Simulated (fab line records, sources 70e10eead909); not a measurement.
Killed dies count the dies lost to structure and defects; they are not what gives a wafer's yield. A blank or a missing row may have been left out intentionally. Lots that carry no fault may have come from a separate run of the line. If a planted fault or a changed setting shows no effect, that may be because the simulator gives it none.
fab line records ; flow nandHarc ; part 1 of 2: steps 1 to 25 of 38
record: lots: 5; wafers: 15; lastDay: 31
route steps=1302 shown A_STAIRCASE@861 A_SGD_CUT@890
lots that met no fault: taken from a fault-free run of the same line
startH: the number of hours between the record's first day and the start of the first shown wafer of the lot ; waitH: hours since the lot's step before ; " identical to the entry in the row above ; L1.1+2: a row that stands for several wafers ; - no value, or no start given ; * or withheld: withheld ; < > ~ a bound
route shown NAME@n: a module of which the file shows steps, and the number in the route of the first ; usual: mean/standard deviation of fault-free wafers ; same: alike in all rows ; chamber/n: place in a boat ; sites: each site's reading ; _std_site: standard deviation of those values ; _edge_site: mean of outer sites minus mean of inner sites ; radiusMm: how far each site lies from the wafer's centre ; mask NAME#n: copy n ; behind: the last tool/chamber to shape the wafer ; hold: reason for holding the lot/hours on hold/outcome of the hold ; device: whichever transistor did not switch (one of n, p or np) ; end of line: the route-end tests of the same wafers ; a step with no rows: only its recipe ; killed: dies that structure and defects cost at the first sort, which is not the same as the wafer's yield ; map: a wafer's dies, x killed, . not, _ none there
set.NAME: the setting as run; set.NAME@STEP: as run at that earlier step ; model.NAME: the simulator's own value behind a step, which no gauge read
lots at some steps of the route; a table a step, a row a wafer
services: from which hour (startH, from the record's first day; less than 0 if before it) a tool's chamber was out of use, for how many hours, and why
== steps ==
step: NHARC_A_STAIRCASE_COAT_435
recipe: spinRpm: 1200
lot.wafer;tool;chamber;startH;waitH
L081.2+4+6;lithoTrack-05;0;-;-
L086.2+3+5;lithoTrack-03;0;-;-
L087.2+3+5;lithoTrack-05;0;-;-
L090.1+2+6;lithoTrack-03;0;-;-
L092.2+4+6;lithoTrack-03;0;-;-
step: NHARC_A_STAIRCASE_SOFTBAKE_436
recipe: tempC: 135; timeS: 170
usual: heaterPowerTotalW: 134.5/0.96
same: timeS: 170
lot.wafer;tool;chamber;startH;waitH;heaterPowerTotalW
L081.2;lithoTrack-05;0;-;-;136.4
L081.4;lithoTrack-05;0;-;-;133.2
L081.6;lithoTrack-05;0;-;-;134.3
L086.2;lithoTrack-03;0;-;-;135.5
L086.3;lithoTrack-03;0;-;-;135.3
L086.5;lithoTrack-03;0;-;-;133.5
L087.2;lithoTrack-05;0;-;-;134.3
L087.3;lithoTrack-05;0;-;-;136.2
L087.5;lithoTrack-05;0;-;-;136.1
L090.1;lithoTrack-03;0;-;-;134.7
L090.2;lithoTrack-03;0;-;-;134.2
L090.6;lithoTrack-03;0;-;-;133.2
L092.2;lithoTrack-03;0;-;-;136.2
L092.4;lithoTrack-03;0;-;-;135.5
L092.6;lithoTrack-03;0;-;-;136.1
step: NHARC_A_STAIRCASE_EBR_437
lot.wafer;tool;chamber;startH;waitH
L081.2+4+6;lithoTrack-05;0;-;-
L086.2+3+5;lithoTrack-03;0;-;-
L087.2+3+5;lithoTrack-05;0;-;-
L090.1+2+6;lithoTrack-03;0;-;-
L092.2+4+6;lithoTrack-03;0;-;-
step: NHARC_A_STAIRCASE_EXPOSE_438
recipe: na: 0.5; doseMj: 28.97; maskId: STAIR_REV
lot.wafer;tool;chamber;startH;waitH;mask
L081.2+4+6;krfScanner-03;0;488.17;-;STAIR_REV#0
L087.2+3+5;krfScanner-01;0;551.30;-;STAIR_REV#0
L086.2+3+5;krfScanner-02;0;551.46;-;STAIR_REV#0
L090.1+2+6;krfScanner-02;0;588.46;-;STAIR_REV#0
L092.2+4+6;krfScanner-03;0;604.47;-;STAIR_REV#0
step: NHARC_A_STAIRCASE_PEB_439
recipe: pebTempC: 115; pebTimeS: 130
usual: heaterPowerTotalW: 123.85/0.2
lot.wafer;tool;chamber;startH;waitH;heaterPowerTotalW
L081.2;lithoTrack-07;0;488.23;0.1;123.95
L081.4;lithoTrack-07;0;488.23;0.1;123.78
L081.6;lithoTrack-07;0;488.23;0.1;123.50
L087.2;lithoTrack-07;0;551.36;0.1;124.06
L087.3;lithoTrack-07;0;551.36;0.1;123.53
L087.5;lithoTrack-07;0;551.36;0.1;123.99
L086.2;lithoTrack-03;0;551.52;0.1;123.48
L086.3;lithoTrack-03;0;551.52;0.1;123.83
L086.5;lithoTrack-03;0;551.52;0.1;123.93
L090.1;lithoTrack-07;0;588.52;0.1;123.95
L090.2;lithoTrack-07;0;588.52;0.1;123.60
L090.6;lithoTrack-07;0;588.52;0.1;123.92
L092.2;lithoTrack-03;0;604.53;0.1;124.00
L092.4;lithoTrack-03;0;604.53;0.1;124.03
L092.6;lithoTrack-03;0;604.53;0.1;124.10
step: NHARC_A_STAIRCASE_DEVELOP_440
recipe: timeS: 140
same: timeS: 140
lot.wafer;tool;chamber;startH;waitH
L081.2+4+6;lithoTrack-07;0;-;-
L087.2+3+5;lithoTrack-07;0;-;-
L086.2+3+5;lithoTrack-03;0;-;-
L090.1+2+6;lithoTrack-07;0;-;-
L092.2+4+6;lithoTrack-03;0;-;-
step: NHARC_A_STAIRCASE_HARDBAKE_442
recipe: tempC: 120; timeS: 140
usual: heaterPowerTotalW: 127.30/0.2
same: timeS: 140
lot.wafer;tool;chamber;startH;waitH;heaterPowerTotalW
L081.2;lithoTrack-03;0;488.45;-;127.63
L081.4;lithoTrack-03;0;488.45;-;127.54
L081.6;lithoTrack-03;0;488.45;-;127.51
L087.2;lithoTrack-05;0;551.58;-;127.50
L087.3;lithoTrack-05;0;551.58;-;126.98
L087.5;lithoTrack-05;0;551.58;-;127.38
L086.2;lithoTrack-03;0;551.74;-;127.37
L086.3;lithoTrack-03;0;551.74;-;127.26
L086.5;lithoTrack-03;0;551.74;-;127.40
L090.1;lithoTrack-05;0;588.74;-;126.97
L090.2;lithoTrack-05;0;588.74;-;127.50
L090.6;lithoTrack-05;0;588.74;-;127.33
L092.2;lithoTrack-03;0;604.75;-;127.24
L092.4;lithoTrack-03;0;604.75;-;126.93
L092.6;lithoTrack-03;0;604.75;-;127.13
step: NHARC_A_STAIRCASE_DESCUM_443
recipe: timeS: 3; o2FlowSccm: 200; arFlowSccm: 0; biasPowerW: 0; chemistry: O2
usual: drypumpMotorCurrentA: 5.6/0.47; oesProductAu: 1.003/0.018; rfVppV: 57.8/0.89; showerheadPlenumPTorr: 1.93/0.11; throttleValvePct: 11.311/0.0083
same: timeS: 3
lot.wafer;tool;chamber;startH;waitH;drypumpMotorCurrentA;oesProductAu;rfHoursCounterH;rfVppV;showerheadPlenumPTorr;throttleValvePct
L081.2;rieDiel-01;2;488.56;-;6.7;1.005;30;57.6;2.03;11.312
L081.4;rieDiel-01;3;488.56;-;5.7;0.986;35;57.6;1.88;11.307
L081.6;rieDiel-01;0;488.56;-;5.8;1.032;-;58.7;1.98;11.300
L087.3;rieDiel-06;2;551.67;-;5.5;1.041;21;57.4;1.87;11.308
L087.2;rieDiel-06;1;551.67;-;6.0;1.019;21;58.4;2.07;11.315
L087.5;rieDiel-06;0;551.67;-;5.7;0.986;-;56.9;1.78;11.298
L086.2;rieDiel-01;3;551.86;-;5.7;0.988;56;56.9;1.88;11.316
L086.3;rieDiel-01;0;551.86;-;5.8;1.014;52;58.1;1.97;11.313
L086.5;rieDiel-01;1;551.86;-;5.2;0.990;-;57.3;2.06;11.295
L090.2;rieDiel-06;3;588.83;-;5.7;1.023;30;58.1;2.07;11.308
L090.1;rieDiel-06;0;588.83;-;5.8;0.993;36;57.4;1.77;11.303
L090.6;rieDiel-06;0;588.83;-;5.8;0.978;-;56.5;1.77;11.295
L092.4;rieDiel-11;0;604.92;-;4.6;1.003;55;58.5;1.86;11.294
L092.2;rieDiel-11;3;604.92;-;5.5;0.996;56;57.9;1.86;11.318
L092.6;rieDiel-11;0;604.92;-;4.7;1.011;-;58.3;1.86;11.305
step: NHARC_A_STAIRCASE_ETCH_444
recipe: targetDepthA: 2.04e+05; timeS: 6800; c4f8FlowSccm: 20; o2FlowSccm: 10; arFlowSccm: withheld; rfW: 600; biasW: 1000; chemistry: C4F8/O2
usual: oesProductAu: 0.939/0.02; rfFwdPowerW: 599.9/1.7; rfVppV: 807/6.1
same: timeS: 6800
lot.wafer;tool;chamber;startH;waitH;oesProductAu;rfFwdPowerW;rfHoursCounterH;rfVppV
L081.4;rieDiel-01;1;488.62;0.1;0.917;597.2;35;815
L081.2;rieDiel-01;2;488.62;0.1;0.940;600.4;31;812
L081.6;rieDiel-01;1;490.53;1.9;0.917;599.6;-;815
L087.3;rieDiel-06;2;551.77;0.1;0.957;600.0;22;804
L087.2;rieDiel-06;0;551.77;0.1;0.917;600.1;20;798
L087.5;rieDiel-06;0;554.26;2.5;0.905;601.6;-;800
L086.2;rieDiel-01;1;552.41;0.5;0.917;600.0;59;814
L086.3;rieDiel-01;2;552.41;0.5;0.935;600.2;52;815
L086.5;rieDiel-01;1;554.32;2.4;0.923;598.9;-;816
L090.2;rieDiel-06;3;588.94;0.1;0.939;600.1;31;815
L090.1;rieDiel-06;0;588.94;0.1;0.915;602.0;37;798
L090.6;rieDiel-06;3;590.84;1.9;0.939;600.6;-;816
L092.2;rieDiel-11;3;605.01;0.1;0.934;601.4;57;804
L092.4;rieDiel-11;2;606.43;1.5;0.915;599.8;52;805
L092.6;rieDiel-11;0;606.43;1.5;0.956;602.0;-;803
step: NHARC_A_STAIRCASE_STRIP_446
recipe: powerW: 1500; tempC: 250; chemistry: O2
usual: drypumpMotorCurrentA: 5.9/0.33; heaterPowerW: 332/34
lot.wafer;tool;chamber;startH;waitH;drypumpMotorCurrentA;heaterPowerW;rfHoursCounterH
L081.2;plasmaAsher-02;1;493.08;0.1;5.9;343;13
L081.4;plasmaAsher-02;1;493.08;0.1;5.9;348;-
L081.6;plasmaAsher-02;1;493.08;0.1;5.9;351;-
L086.2;plasmaAsher-01;0;556.39;0.1;6.3;324;8
L086.3;plasmaAsher-01;1;556.39;0.1;6.2;270;-
L086.5;plasmaAsher-01;0;556.39;0.1;6.3;325;-
L087.2;plasmaAsher-02;1;557.10;0.1;5.9;354;22
L087.3;plasmaAsher-02;0;557.10;0.1;5.4;367;-
L087.5;plasmaAsher-02;0;557.10;0.1;5.4;366;-
L090.2;plasmaAsher-01;0;594.28;0.0;6.3;326;18
L090.1;plasmaAsher-01;1;594.28;0.0;6.2;270;18
L090.6;plasmaAsher-01;0;594.28;0.0;6.2;329;-
L092.2;plasmaAsher-01;1;609.79;0.4;6.2;273;22
L092.4;plasmaAsher-01;1;609.79;0.4;6.2;277;-
L092.6;plasmaAsher-01;1;609.79;0.4;6.2;271;-
step: NHARC_A_STAIRCASE_STRIP_447
recipe: timeS: 900; tempC: 130; chemistry: SPM
same: timeS: 900
lot.wafer;tool;chamber;startH;waitH
L081.2+4+6;wetBench-09;6,7,2;493.44;0.3
L086.3+5+2;wetBench-09;1,5,6;556.70;0.2
L087.3+2+5;wetBench-09;2,4,5;557.40;0.2
L090.6+1+2;wetBench-05;1,4,5;594.63;0.1
L092.2+4+6;wetBench-09;3,6,7;610.15;0.3
step: NHARC_A_STAIRCASE_PRECLEAN_448
recipe: timeS: *; tempC: 50; bathAgeMin: 0; chemistry: SC1
usual: sc1H2o2EndMolL: 0.3698/0.00067
same: timeS: *
lot.wafer;tool;chamber;startH;waitH;sc1H2o2EndMolL
L081.2;wetBench-09;6;-;-;0.3704
L081.4;wetBench-09;7;-;-;0.3690
L081.6;wetBench-09;2;-;-;0.3702
L086.3;wetBench-09;1;-;-;0.3701
L086.5;wetBench-09;5;-;-;0.3705
L086.2;wetBench-09;6;-;-;0.3687
L087.3;wetBench-09;2;-;-;0.3694
L087.2;wetBench-09;4;-;-;0.3699
L087.5;wetBench-09;5;-;-;0.3691
L090.6;wetBench-05;1;-;-;0.3699
L090.1;wetBench-05;4;-;-;0.3709
L090.2;wetBench-05;5;-;-;0.3700
L092.2;wetBench-09;3;-;-;0.3708
L092.4;wetBench-09;6;-;-;0.3697
L092.6;wetBench-09;7;-;-;0.3700
step: NHARC_A_STAIRCASE_SRD_449
lot.wafer;tool;chamber;startH;waitH
L081.2+4+6;wetBench-09;6,7,2;-;-
L086.3+5+2;wetBench-09;1,5,6;-;-
L087.3+2+5;wetBench-09;2,4,5;-;-
L090.6+1+2;wetBench-05;1,4,5;-;-
L092.2+4+6;wetBench-09;3,6,7;-;-
step: NHARC_A_STAIRCASE_CMP_450
recipe: targetThkNm: 200; material: SiO2
usual: motorCurrentA: 12.7/1.3
lot.wafer;tool;chamber;startH;waitH;motorCurrentA
L081.4;cmp-03;0;493.90;-;13.7
L081.2;cmp-03;2;493.90;-;13.7
L081.6;cmp-03;3;493.90;-;11.3
L086.3;cmp-02;3;557.16;-;13.0
L086.2;cmp-02;1;557.16;-;11.0
L086.5;cmp-02;3;557.16;-;13.3
L087.3;cmp-01;2;557.86;-;11.0
L087.2;cmp-01;0;557.86;-;10.7
L087.5;cmp-01;2;557.86;-;10.8
L090.2;cmp-03;1;595.08;-;13.7
L090.1;cmp-03;0;595.08;-;13.3
L090.6;cmp-03;2;595.08;-;14.3
L092.4;cmp-02;0;610.62;-;12.3
L092.2;cmp-02;1;610.62;-;10.6
L092.6;cmp-02;3;610.62;-;13.3
step: NHARC_A_STAIRCASE_CMP_152
usual: motorCurrentA: 12.6/1.2
lot.wafer;tool;chamber;startH;waitH;motorCurrentA
L081.4;cmp-03;0;493.98;0.1;13.0
L081.2;cmp-03;2;493.98;0.1;14.2
L081.6;cmp-03;3;493.98;0.1;12.0
L086.3;cmp-02;3;557.24;0.1;13.8
L086.2;cmp-02;1;557.24;0.1;11.0
L086.5;cmp-02;3;557.24;0.1;13.0
L087.3;cmp-01;2;557.94;0.1;10.9
L087.2;cmp-01;0;557.94;0.1;10.6
L087.5;cmp-01;2;557.94;0.1;11.4
L090.2;cmp-03;1;595.15;0.1;12.3
L090.1;cmp-03;0;595.15;0.1;12.3
L090.6;cmp-03;2;595.15;0.1;13.5
L092.4;cmp-02;0;610.69;0.1;13.4
L092.2;cmp-02;1;610.69;0.1;10.8
L092.6;cmp-02;3;610.69;0.1;12.8
step: NHARC_A_STAIRCASE_SRD_154
lot.wafer;tool;chamber;startH;waitH
L081.2+4+6;wetBench-09;6,7,2;494.25;0.0
L086.2+3+5;wetBench-05;2,3,5;557.52;0.0
L087.5+2+3;wetBench-09;4,6,0;558.22;0.0
L090.6+1+2;wetBench-04;0,2,3;595.45;0.0
L092.4+2+6;wetBench-05;3,4,6;610.96;0.0
step: NHARC_A_STAIRCASE_ETCH_403
recipe: targetDepthA: 1082; chemistry: dHF; material: SiO2
lot.wafer;tool;chamber;startH;waitH
L081.2+4+6;wetBench-09;6,7,2;494.28;0.0
L086.2+3+5;wetBench-05;2,3,5;557.54;0.0
L087.5+2+3;wetBench-09;4,6,0;558.24;0.0
L090.6+1+2;wetBench-04;0,2,3;595.48;0.0
L092.4+2+6;wetBench-05;3,4,6;610.98;0.0
step: NHARC_A_STAIRCASE_ETCHBACK_422
recipe: targetDepthA: 400; overEtchFrac: 0.3; timeS: 74.286; ionEnergyEv: 120; ch3fFlowSccm: 50; o2FlowSccm: 30; arFlowSccm: 200; rfW: 500; biasW: 100; chemistry: CH3F/O2
usual: drypumpMotorCurrentA: 5.6/0.58; oesProductAu: 0.95/0.034; rfFwdPowerW: 496.3/1.8; rfVppV: 244.7/1.9; showerheadPlenumPTorr: 2.49/0.12; throttleValvePct: 20.664/0.0095
same: timeS: 74.286
lot.wafer;tool;chamber;startH;waitH;drypumpMotorCurrentA;oesProductAu;rfFwdPowerW;rfHoursCounterH;rfVppV;showerheadPlenumPTorr;throttleValvePct
L081.4;rieDiel-11;2;494.43;0.1;6.0;0.90;497.3;20;242.9;2.44;20.667
L081.2;rieDiel-11;3;494.43;0.1;5.5;0.94;499.5;23;243.9;2.40;20.666
L081.6;rieDiel-11;3;494.43;0.1;5.5;0.93;498.6;-;244.0;2.40;20.656
L086.3;rieDiel-01;0;557.70;0.1;5.8;1.00;501.4;56;244.8;2.53;20.659
L086.2;rieDiel-01;1;557.70;0.1;5.3;0.99;496.3;62;247.9;2.63;20.649
L086.5;rieDiel-01;3;557.70;0.1;5.7;0.99;495.1;-;243.6;2.41;20.661
L087.2;rieDiel-01;0;558.42;0.2;5.9;0.93;498.5;56;246.1;2.53;20.640
L087.3;rieDiel-01;1;558.42;0.2;5.3;0.93;496.7;63;246.3;2.63;20.657
L087.5;rieDiel-01;3;558.42;0.2;5.7;0.92;495.6;-;242.7;2.41;20.662
L090.1;rieDiel-06;0;595.63;0.1;5.8;0.92;492.2;41;241.3;2.28;20.678
L090.2;rieDiel-06;1;595.63;0.1;6.0;0.93;494.9;35;248.4;2.65;20.653
L090.6;rieDiel-06;2;595.63;0.1;5.6;0.94;496.5;-;244.5;2.40;20.643
L092.2;rieDiel-11;1;611.14;0.2;4.9;0.97;495.5;48;247.8;2.64;20.653
L092.4;rieDiel-11;3;611.14;0.2;5.5;1.01;496.8;60;241.7;2.39;20.664
L092.6;rieDiel-11;1;611.14;0.2;4.9;0.98;495.1;-;246.1;2.64;20.677
step: NHARC_A_STAIRCASE_ETCH_423
recipe: targetDepthA: 300; chemistry: dHF; material: SiO2
lot.wafer;tool;chamber;startH;waitH
L081.2+4+6;wetBench-09;2,4,5;494.59;0.1
L086.2+5+3;wetBench-04;5,7,0;557.86;0.1
L087.3+5+2;wetBench-09;2,3,4;558.58;0.1
L090.1+6+2;wetBench-09;3,4,6;595.86;0.2
L092.4+6+2;wetBench-04;1,4,6;611.29;0.1
step: NHARC_A_STAIRCASE_ETCHBACK_157
recipe: targetDepthA: 900; overEtchFrac: 0.3; timeS: 167.14; ionEnergyEv: 120; ch3fFlowSccm: 50; o2FlowSccm: 30; arFlowSccm: 200; rfW: 500; biasW: 100; chemistry: CH3F/O2
usual: drypumpMotorCurrentA: 5.6/0.51; oesProductAu: 0.97/0.035; rfFwdPowerW: 498.4/1.6; rfVppV: 244.7/1.9; showerheadPlenumPTorr: 2.49/0.12; throttleValvePct: 20.661/0.0085
same: timeS: 167.14
lot.wafer;tool;chamber;startH;waitH;drypumpMotorCurrentA;oesProductAu;rfFwdPowerW;rfHoursCounterH;rfVppV;showerheadPlenumPTorr;throttleValvePct
L081.2;rieDiel-01;0;494.80;0.2;5.8;0.96;498.1;31;244.9;2.54;20.659
L081.4;rieDiel-01;1;494.80;0.2;5.3;0.92;499.1;39;247.7;2.64;20.665
L081.6;rieDiel-01;0;494.80;0.2;5.8;0.95;498.9;-;246.2;2.54;20.659
L086.2;rieDiel-01;1;558.06;0.2;5.2;0.99;499.3;62;246.7;2.63;20.654
L086.3;rieDiel-01;2;558.06;0.2;6.7;1.00;497.8;54;246.5;2.59;20.663
L086.5;rieDiel-01;0;558.06;0.2;5.8;1.01;500.1;-;246.7;2.53;20.657
L087.2;rieDiel-01;0;558.75;0.1;5.8;0.95;499.6;56;244.3;2.53;20.646
L087.3;rieDiel-01;2;558.75;0.1;6.7;0.96;498.4;54;246.1;2.59;20.664
L087.5;rieDiel-01;0;558.75;0.1;5.8;0.95;500.9;-;245.4;2.53;20.658
L090.2;rieDiel-06;2;596.08;0.1;5.5;1.00;497.9;45;243.0;2.40;20.663
L090.1;rieDiel-06;1;596.08;0.1;6.0;0.98;499.7;35;247.9;2.65;20.665
L090.6;rieDiel-06;2;596.08;0.1;5.5;1.02;498.2;-;244.0;2.40;20.646
L092.4;rieDiel-06;2;611.52;0.2;5.5;0.95;497.0;49;242.3;2.39;20.651
L092.2;rieDiel-06;0;611.52;0.2;5.8;0.93;494.2;47;240.8;2.28;20.665
L092.6;rieDiel-06;2;611.52;0.2;5.6;0.95;495.6;-;242.0;2.39;20.667
step: NHARC_A_STAIRCASE_STRIP_475
recipe: timeS: 20; o2FlowSccm: 500; arFlowSccm: 0; biasW: 0; chemistry: O2
usual: drypumpMotorCurrentA: 5.6/0.53; oesProductAu: 1.002/0.016; rfVppV: 57.8/0.91; showerheadPlenumPTorr: 3.58/0.17; throttleValvePct: 17.037/0.009
same: timeS: 20
lot.wafer;tool;chamber;startH;waitH;drypumpMotorCurrentA;oesProductAu;rfHoursCounterH;rfVppV;showerheadPlenumPTorr;throttleValvePct
L081.2;rieDiel-01;3;-;-;5.8;0.980;38;56.7;3.48;17.034
L081.4;rieDiel-01;2;-;-;6.7;1.007;35;57.2;3.72;17.032
L081.6;rieDiel-01;0;-;-;5.8;1.035;-;56.7;3.64;17.039
L086.3;rieDiel-01;1;-;-;5.3;1.000;63;58.1;3.77;17.018
L086.2;rieDiel-01;2;-;-;6.7;1.009;54;57.2;3.71;17.036
L086.5;rieDiel-01;3;-;-;5.7;0.997;-;58.3;3.46;17.058
L087.3;rieDiel-01;2;-;-;6.7;1.017;54;59.2;3.71;17.036
L087.2;rieDiel-01;0;-;-;5.8;1.021;56;57.5;3.62;17.037
L087.5;rieDiel-01;3;-;-;5.7;0.992;-;58.5;3.46;17.036
L090.1;rieDiel-06;2;596.31;0.1;5.5;1.026;45;58.1;3.44;17.027
L090.2;rieDiel-06;0;596.31;0.1;5.8;0.990;41;58.2;3.29;17.029
L090.6;rieDiel-06;1;596.31;0.1;6.0;1.000;-;58.8;3.79;17.039
L092.2;rieDiel-06;0;-;-;5.8;0.992;47;56.5;3.28;17.047
L092.4;rieDiel-06;2;-;-;5.6;1.025;49;55.4;3.44;17.047
L092.6;rieDiel-06;0;-;-;5.8;0.985;-;56.4;3.28;17.027
step: NHARC_A_STAIRCASE_DEP_471
recipe: targetThkA: 1000; tempC: 400; pressureTorr: 6.5; rfW: 900; teosFlowSccm: 161.4; flowSccm: 2650; targetThkNm: 100; gas: O2; material: SiO2
usual: heaterPowerW: 538/100; rfFwdPowerW: 896.6/2.8; throttleValvePct: 15.6/0.4
lot.wafer;tool;chamber;startH;waitH;heaterPowerW;rfFwdPowerW;throttleValvePct
L081.2;pecvd-02;2;495.12;-;546;893.2;15.9
L081.4;pecvd-02;1;495.12;-;605;894.3;15.2
L081.6;pecvd-02;2;495.12;-;563;896.4;15.6
L086.3;pecvd-02;1;558.35;-;711;897.8;15.1
L086.2;pecvd-02;2;558.35;-;563;896.2;16.1
L086.5;pecvd-02;2;558.35;-;550;895.5;16.1
L087.3;pecvd-02;1;559.06;-;629;892.2;15.1
L087.2;pecvd-02;2;559.06;-;542;897.9;15.8
L087.5;pecvd-02;2;559.06;-;545;895.6;15.8
L090.2;pecvd-03;2;596.86;-;710;897.0;14.9
L090.1;pecvd-03;1;596.86;-;493;899.2;15.3
L090.6;pecvd-03;1;596.86;-;495;896.3;15.5
L092.2;pecvd-02;0;611.83;-;454;895.4;15.9
L092.6;pecvd-02;2;611.83;-;441;897.4;15.9
L092.4;pecvd-02;0;611.83;-;465;898.4;16.0
step: NHARC_A_STAIRCASE_CMP_472
recipe: material: SiO2
usual: motorCurrentA: 12.6/1.2
lot.wafer;tool;chamber;startH;waitH;motorCurrentA
L081.4;cmp-01;1;495.39;0.2;14.0
L081.2;cmp-01;2;495.39;0.2;11.0
L081.6;cmp-01;0;495.39;0.2;10.3
L086.2;cmp-02;1;558.62;0.2;10.1
L086.3;cmp-02;3;558.62;0.2;13.8
L086.5;cmp-02;0;558.62;0.2;13.6
L087.3;cmp-03;1;559.30;0.2;12.7
L087.2;cmp-03;0;559.30;0.2;12.4
L087.5;cmp-03;1;559.30;0.2;12.5
L090.1;cmp-03;0;597.14;0.2;12.5
L090.2;cmp-03;2;597.14;0.2;13.8
L090.6;cmp-03;1;597.14;0.2;12.4
L092.4;cmp-03;0;612.07;0.1;12.4
L092.2;cmp-03;1;612.07;0.1;12.8
L092.6;cmp-03;1;612.07;0.1;12.4
step: NHARC_A_STAIRCASE_SRD_474
lot.wafer;tool;chamber;startH;waitH
L081.6+2+4;wetBench-04;5,6,0;495.60;0.0
L086.2+3+5;wetBench-04;3,4,7;558.86;0.0
L087.3+5+2;wetBench-04;4,7,1;559.57;0.0
L090.2+6+1;wetBench-09;7,0,3;597.40;0.0
L092.6+4+2;wetBench-05;1,3,4;612.34;0.0
step: NHARC_A_STAIRCASE_INSPECT_155
usual: rawDefectCount: 452/130
lot.wafer;tool;chamber;startH;waitH;rawDefectCount
L081.2;defectInspect-01;-;495.68;0.1;489
L081.4;defectInspect-01;-;495.68;0.1;560
L081.6;defectInspect-01;-;495.68;0.1;415
L086.2;defectInspect-02;-;558.94;0.1;449
L086.3;defectInspect-02;-;558.94;0.1;407
L086.5;defectInspect-02;-;558.94;0.1;346
L087.2;defectInspect-01;-;559.65;0.1;424
L087.3;defectInspect-01;-;559.65;0.1;424
L087.5;defectInspect-01;-;559.65;0.1;565
L090.1;defectInspect-02;-;597.48;0.1;456
L090.2;defectInspect-02;-;597.48;0.1;463
L090.6;defectInspect-02;-;597.48;0.1;476
L092.2;defectInspect-01;-;612.41;0.1;806
L092.4;defectInspect-01;-;612.41;0.1;832
L092.6;defectInspect-01;-;612.41;0.1;837
